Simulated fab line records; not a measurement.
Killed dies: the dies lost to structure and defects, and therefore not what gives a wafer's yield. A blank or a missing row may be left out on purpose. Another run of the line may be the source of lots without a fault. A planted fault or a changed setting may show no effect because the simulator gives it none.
fab line records -- flow nandHarc
record lots=5, wafers=15, lastDay=32
route steps=1302 shown P_BONDPAD@364
lots untouched by any fault: they come from a run of this same line in which no faults occurred
startH: start of the lot's first displayed wafer, in hours after the record's first day -- waitH: how many hours have passed since the lot's step before this one -- " same as the row above -- L1.1+2: a row that stands for several wafers -- - no value present, or no start provided -- * or withheld: withheld -- < > ~ a bound
route shown NAME@n: names a module that has steps shown in the file, with the first one's number in the route -- usual: the fault-free wafers' mean and standard deviation -- same: alike in all rows -- chamber/n: place in a boat -- sites: per-site readings -- _std_site: the standard deviation of these -- _edge_site: the outer-site mean with the inner-site mean subtracted -- radiusMm: for every site, how far away it sits from the centre of the wafer -- mask NAME#n: copy n -- behind: the most recent tool/chamber to have shaped the wafer -- hold: the reason the lot was held/the length of the hold in hours/how it ended -- device: the transistor (n, p or np) that didn't switch -- end of line: the tests these same wafers got at the end of their route -- a step with no rows: only its recipe -- killed: dies lost to structure and defects at the first sort, not the wafer's yield -- map: dies across one wafer; x = killed, . = not, _ = none there
set.NAME: setting as actually run; set.NAME@STEP: the setting as run at that earlier step -- model.NAME: the simulator's own value behind a step, which no gauge read
lots seen at some steps along the route; tables by step, rows by wafer
services: the hour from which a tool's chamber was out of use, counted from the record's first day as startH (under 0 if before that day), plus the number of hours and why
## steps
# step NHARC_P_BONDPAD_CD_MEAS_09
# recipe targetCdNm=500, landingEnergyEv=500
# usual cdNm=500.8/2
lot.wafer,tool,chamber,startH,waitH,cdNm
L945.3,cdSem-01,0,130.63,-,504.8
L945.4,cdSem-01,0,130.63,-,501.6
L945.5,cdSem-01,0,130.63,-,500.6
L948.1,cdSem-03,0,167.56,-,504.0
L948.5,cdSem-03,0,167.56,-,502.7
L948.6,cdSem-03,0,167.56,-,501.6
L957.3,cdSem-02,0,258.97,-,501.5
L957.4,cdSem-02,0,258.97,-,501.0
L957.5,cdSem-02,0,258.97,-,498.5
L959.1,cdSem-02,0,280.65,-,499.9
L959.4,cdSem-02,0,280.65,-,500.3
L959.5,cdSem-02,0,280.65,-,498.6
L965.1,cdSem-01,0,333.18,-,503.2
L965.3,cdSem-01,0,333.18,-,503.4
L965.4,cdSem-01,0,333.18,-,504.5
# step NHARC_P_BONDPAD_OVL_MEAS_38
# usual overlayXNm=0/4.5, overlayYNm=0/7.4
lot.wafer,tool,chamber,startH,waitH,overlayXNm,overlayYNm
L945.3,overlay-01,-,130.72,-,-8,-13
L945.4,overlay-01,-,130.72,-,-8,-14
L945.5,overlay-01,-,130.72,-,-8,-14
L948.1,overlay-02,-,167.65,-,-3,2
L948.5,overlay-02,-,167.65,-,-3,2
L948.6,overlay-02,-,167.65,-,-3,3
L957.3,overlay-02,-,259.05,-,-5,2
L957.4,overlay-02,-,259.05,-,-4,2
L957.5,overlay-02,-,259.05,-,-5,2
L959.1,overlay-01,-,280.73,-,-3,15
L959.4,overlay-01,-,280.73,-,-4,16
L959.5,overlay-01,-,280.73,-,-3,15
L965.1,overlay-02,-,333.27,-,1,1
L965.3,overlay-02,-,333.27,-,2,1
L965.4,overlay-02,-,333.27,-,2,1
# step NHARC_P_BONDPAD_HARDBAKE_10
# recipe tempC=118, timeS=65
# step NHARC_P_BONDPAD_DESCUM_11
# recipe timeS=3, o2FlowSccm=200, arFlowSccm=0, biasPowerW=0, chemistry=O2
# usual drypumpMotorCurrentA=5.7/0.38, oesProductAu=0.997/0.012, rfVppV=58.1/0.92, showerheadPlenumPTorr=1.96/0.075, throttleValvePct=11.312/0.0099
# same timeS=3
lot.wafer,tool,chamber,startH,waitH,drypumpMotorCurrentA,oesProductAu,rfHoursCounterH,rfVppV,showerheadPlenumPTorr,throttleValvePct
L945.3,rieDiel-04,3,130.84,-,6.1,1.012,6.1,58.8,1.98,11.306
L945.4,rieDiel-04,2,130.84,-,5.3,0.999,6.5,58.6,1.89,11.321
L945.5,rieDiel-04,3,130.84,-,6.1,1.013,-,59.5,1.98,11.322
L948.1,rieDiel-02,0,167.78,-,5.0,0.999,3.7,58.1,1.96,11.314
L948.6,rieDiel-02,3,167.78,-,6.2,1.000,-,58.3,1.94,11.310
L948.5,rieDiel-02,0,167.78,-,5.0,0.997,-,56.8,1.96,11.315
L957.4,rieDiel-13,0,259.18,-,5.8,0.977,5.1,57.4,1.79,11.321
L957.3,rieDiel-13,1,259.18,-,5.3,0.976,4.8,56.7,1.99,11.307
L957.5,rieDiel-13,1,259.18,-,5.2,0.985,-,59.3,1.99,11.322
L959.1,rieDiel-13,1,280.86,-,5.3,0.977,5.8,57.7,1.99,11.313
L959.4,rieDiel-13,0,280.86,-,5.8,0.974,5.8,57.1,1.79,11.305
L959.5,rieDiel-13,1,280.86,-,5.3,0.988,-,58.3,1.99,11.319
L965.1,rieDiel-13,1,333.39,-,5.3,0.984,9.7,57.7,1.99,11.314
L965.3,rieDiel-13,2,333.39,-,5.6,0.985,9.2,58.1,2.03,11.307
L965.4,rieDiel-13,3,333.39,-,6.1,0.997,8.4,58.8,2.04,11.304
# step NHARC_P_BONDPAD_ETCH_37
# recipe targetDepthA=600, overetchA=180, timeS=65.91, ionEnergyEv=200, n2FlowSccm=150, h2FlowSccm=150, arFlowSccm=0, rfW=400, biasW=150, chemistry=N2/H2
# usual drypumpMotorCurrentA=5.7/0.38, oesProductAu=0.997/0.01, rfVppV=431.7/2.4, showerheadPlenumPTorr=2.09/0.084, throttleValvePct=14.172/0.0088
# same timeS=65.91
lot.wafer,tool,chamber,startH,waitH,drypumpMotorCurrentA,oesProductAu,rfHoursCounterH,rfVppV,showerheadPlenumPTorr,throttleValvePct
L945.4,rieDiel-04,1,130.93,0.1,5.9,1.009,6.0,434.0,2.16,14.171
L945.3,rieDiel-04,2,130.93,0.1,5.4,0.992,6.5,430.8,2.01,14.171
L945.5,rieDiel-04,1,130.93,0.1,5.8,1.011,-,433.8,2.16,14.159
L948.1,rieDiel-02,1,167.88,0.1,5.7,1.009,3.4,430.5,2.04,14.151
L948.5,rieDiel-02,2,167.88,0.1,5.6,1.001,-,434.9,2.18,14.168
L948.6,rieDiel-02,3,167.88,0.1,6.2,1.001,-,432.4,2.07,14.166
L957.4,rieDiel-13,0,259.26,0.1,5.8,0.986,5.1,425.9,1.90,14.170
L957.3,rieDiel-13,3,259.26,0.1,6.0,0.991,3.8,432.7,2.18,14.175
L957.5,rieDiel-13,0,259.26,0.1,5.8,0.980,-,425.5,1.90,14.160
L959.4,rieDiel-13,3,280.95,0.1,6.1,0.979,4.7,433.9,2.18,14.161
L959.1,rieDiel-13,0,280.95,0.1,5.8,0.981,5.8,426.8,1.90,14.165
L959.5,rieDiel-13,2,280.95,0.1,5.5,0.992,-,433.9,2.17,14.174
L965.3,rieDiel-13,0,333.48,0.1,5.8,1.005,9.9,426.8,1.90,14.172
L965.1,rieDiel-13,1,333.48,0.1,5.3,0.986,9.7,434.2,2.12,14.185
L965.4,rieDiel-13,3,333.48,0.1,6.1,1.004,8.4,432.3,2.18,14.175
# step NHARC_P_BONDPAD_ETCH_12
# recipe targetDepthA=2000, timeS=100, chf3FlowSccm=50, o2FlowSccm=10, arFlowSccm=200, rfW=500, biasW=200, chemistry=CHF3/O2
# usual drypumpMotorCurrentA=5.7/0.37, oesProductAu=0.942/0.022, rfVppV=371.9/2.2, showerheadPlenumPTorr=2.46/0.09, throttleValvePct=20.572/0.0092
# same timeS=100
lot.wafer,tool,chamber,startH,waitH,drypumpMotorCurrentA,oesProductAu,rfHoursCounterH,rfVppV,showerheadPlenumPTorr,throttleValvePct
L945.4,rieDiel-04,0,-,-,6.2,0.921,4.7,370.8,2.43,20.562
L945.3,rieDiel-04,1,-,-,5.9,0.926,6.1,373.6,2.53,20.572
L945.5,rieDiel-04,0,-,-,6.2,0.924,-,370.5,2.43,20.570
L948.1,rieDiel-02,3,-,-,6.2,0.957,3.8,372.4,2.43,20.566
L948.6,rieDiel-02,2,-,-,5.6,0.980,-,374.5,2.56,20.592
L948.5,rieDiel-02,3,-,-,6.2,0.950,-,370.8,2.43,20.594
L957.3,rieDiel-13,3,-,-,6.0,0.960,3.9,374.3,2.56,20.569
L957.4,rieDiel-13,0,-,-,5.8,0.945,5.1,367.0,2.25,20.571
L957.5,rieDiel-13,3,-,-,6.1,0.969,-,373.6,2.56,20.587
L959.1,rieDiel-13,3,-,-,6.1,0.972,4.7,373.4,2.56,20.566
L959.4,rieDiel-13,0,-,-,5.8,0.957,5.8,366.4,2.25,20.579
L959.5,rieDiel-13,1,-,-,5.2,0.950,-,371.9,2.49,20.573
L965.3,rieDiel-13,1,-,-,5.3,0.915,9.7,373.3,2.49,20.568
L965.4,rieDiel-13,2,-,-,5.5,0.913,9.2,373.8,2.54,20.567
L965.1,rieDiel-13,3,-,-,6.0,0.916,8.4,370.9,2.56,20.569
# step NHARC_P_BONDPAD_CD_MEAS_13
# usual cdNm=500.0/2
lot.wafer,tool,chamber,startH,waitH,cdNm
L945.3,cdSem-02,-,131.16,-,503.4
L945.4,cdSem-02,-,131.16,-,501.0
L945.5,cdSem-02,-,131.16,-,500.5
L948.1,cdSem-03,-,168.09,-,503.8
L948.5,cdSem-03,-,168.09,-,501.6
L948.6,cdSem-03,-,168.09,-,500.4
L957.3,cdSem-02,-,259.50,-,501.5
L957.4,cdSem-02,-,259.50,-,501.5
L957.5,cdSem-02,-,259.50,-,498.4
L959.1,cdSem-01,-,281.17,-,500.0
L959.4,cdSem-01,-,281.17,-,498.7
L959.5,cdSem-01,-,281.17,-,498.0
L965.1,cdSem-02,-,333.71,-,501.5
L965.3,cdSem-02,-,333.71,-,501.9
L965.4,cdSem-02,-,333.71,-,503.2
# step NHARC_P_BONDPAD_STRIP_15
# recipe o2FlowSccm=500, arFlowSccm=0, biasW=0, chemistry=O2
# usual drypumpMotorCurrentA=5.7/0.38, oesProductAu=0.998/0.011, rfVppV=58.1/1, showerheadPlenumPTorr=3.60/0.12, throttleValvePct=17.037/0.0086
lot.wafer,tool,chamber,startH,waitH,drypumpMotorCurrentA,oesProductAu,rfHoursCounterH,rfVppV,showerheadPlenumPTorr,throttleValvePct
L945.3,rieDiel-02,3,131.23,0.1,6.2,1.011,2,58.3,3.57,17.034
L945.4,rieDiel-02,0,131.23,0.1,5.0,1.002,2,59.2,3.60,17.049
L945.5,rieDiel-02,0,131.23,0.1,5.0,0.997,-,59.2,3.60,17.034
L948.1,rieDiel-04,1,168.18,0.1,5.8,0.994,7,58.3,3.72,17.030
L948.6,rieDiel-04,0,168.18,0.1,6.2,0.989,-,57.6,3.56,17.024
L948.5,rieDiel-04,1,168.18,0.1,5.8,0.998,-,56.4,3.72,17.037
L957.4,rieDiel-02,0,259.58,0.1,5.0,0.999,1,55.4,3.60,17.039
L957.3,rieDiel-02,2,259.58,0.1,5.6,0.993,1,57.6,3.75,17.025
L957.5,rieDiel-02,0,259.58,0.1,5.0,1.004,-,59.0,3.60,17.023
L959.4,rieDiel-02,0,281.25,0.1,5.0,0.999,2,56.9,3.60,17.036
L959.1,rieDiel-02,2,281.25,0.1,5.6,0.993,2,58.6,3.75,17.034
L959.5,rieDiel-02,0,281.25,0.1,5.0,1.001,-,57.7,3.60,17.051
L965.1,rieDiel-13,3,333.80,0.1,6.1,0.990,8,58.9,3.75,17.054
L965.3,rieDiel-13,0,333.80,0.1,5.8,0.989,10,58.2,3.31,17.036
L965.4,rieDiel-13,1,333.80,0.1,5.3,0.988,10,58.2,3.65,17.036
# step NHARC_P_BONDPAD_ETCH_24
# recipe targetDepthA=300, overEtchFrac=0.3, timeS=72.99, ionEnergyEv=150, cf4FlowSccm=50, n2FlowSccm=100, arFlowSccm=150, rfW=300, biasW=100, chemistry=CF4/N2
# step NHARC_P_BONDPAD_STRIP_16
# recipe timeS=600, tempC=30, chemistry=postEtchResidueRemover
# step NHARC_P_BONDPAD_DEGAS_25
# recipe tempC=300, timeS=60
# step NHARC_P_BONDPAD_PRE_CLEAN_26
# recipe timeS=30, tempC=280, gas=H2/He
# step NHARC_P_BONDPAD_PVD_17
# recipe targetThkA=50, biasV=168.6, powerW=15000, chamberPressurePa=0.12, timeS=8.06, substrateTempC=50, material=TaN
# usual throttleValvePct=30.0/0.74, timeS=8.06/0
lot.wafer,tool,chamber,startH,waitH,throttleValvePct,timeS
L945.3,pvdSputter-02,-,131.89,-,30.0,8.06
L945.4,pvdSputter-02,-,131.89,-,30.8,8.06
L945.5,pvdSputter-02,-,131.89,-,30.8,8.06
L948.1,pvdSputter-03,-,168.87,-,28.8,8.06
L948.6,pvdSputter-03,-,168.87,-,29.6,8.06
L948.5,pvdSputter-03,-,168.87,-,30.8,8.06
L957.3,pvdSputter-03,-,260.24,-,30.1,8.06
L957.4,pvdSputter-03,-,260.24,-,28.9,7.0504
L957.5,pvdSputter-03,-,260.24,-,30.6,8.06
L959.4,pvdSputter-02,-,281.92,-,30.5,8.06
L959.1,pvdSputter-02,-,281.92,-,30.8,8.06
L959.5,pvdSputter-02,-,281.92,-,30.3,8.06
L965.4,pvdSputter-01,-,334.46,-,28.7,8.06
L965.3,pvdSputter-01,-,334.46,-,29.8,8.06
L965.1,pvdSputter-01,-,334.46,-,30.1,8.06
# step NHARC_P_BONDPAD_PVD_27
# recipe targetThkA=300, chamberPressurePa=5, powerW=5000, substrateTempC=30, timeS=20.49, material=Cu
# usual throttleValvePct=30.0/0.73, timeS=20.49/0
lot.wafer,tool,chamber,startH,waitH,throttleValvePct,timeS
L945.4,pvdSputter-02,-,-,-,30.3,20.49
L945.3,pvdSputter-02,-,-,-,30.3,20.49
L945.5,pvdSputter-02,-,-,-,30.1,20.49
L948.1,pvdSputter-03,-,-,-,29.9,20.49
L948.5,pvdSputter-03,-,-,-,30.8,20.49
L948.6,pvdSputter-03,-,-,-,30.3,20.49
L957.4,pvdSputter-03,-,-,-,30.8,20.49
L957.3,pvdSputter-03,-,-,-,28.7,20.49
L957.5,pvdSputter-03,-,-,-,30.8,20.49
L959.1,pvdSputter-03,-,282.02,-,30.3,20.49
L959.4,pvdSputter-03,-,282.02,-,29.6,20.49
L959.5,pvdSputter-03,-,282.02,-,30.6,20.49
L965.4,pvdSputter-01,-,-,-,30.0,20.49
L965.1,pvdSputter-01,-,-,-,29.0,20.49
L965.3,pvdSputter-01,-,-,-,29.8,20.49
## services
tool,chamber,startH,hours,kind
rieDiel-13,0,119.76,-,clean
rieDiel-13,1,119.76,-,clean
rieDiel-13,2,119.76,-,clean
rieDiel-02,1,139.17,3.0,repair
rieDiel-02,2,151.61,5.2,repair
rieDiel-13,-,165.26,9.0,pm
rieDiel-04,0,169.39,7.0,repair
pvdSputter-03,-,170.00,10.0,pm
rieDiel-04,-,177.90,9.0,pm
rieDiel-13,3,199.71,7.7,repair
rieDiel-02,0,207.67,6.7,repair
rieDiel-02,-,216.82,9.0,pm
pvdSputter-01,-,226.00,10.0,pm
rieDiel-04,3,251.51,8.4,repair
rieDiel-04,2,253.20,9.4,repair
pvdSputter-03,-,261.07,1.8,repair
rieDiel-02,1,262.59,5.5,repair
pvdSputter-02,-,282.00,10.0,pm
rieDiel-04,1,283.20,7.5,repair
rieDiel-13,2,286.03,8.9,repair
pvdSputter-03,-,288.70,5.8,repair
rieDiel-04,0,290.93,11.1,repair
rieDiel-13,3,311.30,4.8,repair
pvdSputter-01,-,311.44,1.0,repair
## key
firstSign step=NHARC_P_BONDPAD_PVD_17, reading=timeS, direction=down, sigmas=99+, usual=*, struck=*
effect none on later readings
metAt NHARC_P_BONDPAD_PVD_17
struckWafers L957.4
onsetBetween 168.87 260.24
fault kind=processParameterDrift, tool=pvdSputter-03, chamber=-, onsetH=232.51, steps=NHARC_P_BONDPAD_PVD_17, channel=timeS, offset=*, shape=step, endH=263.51, scope=struckWafersOnly, actsIn=*, stated=*
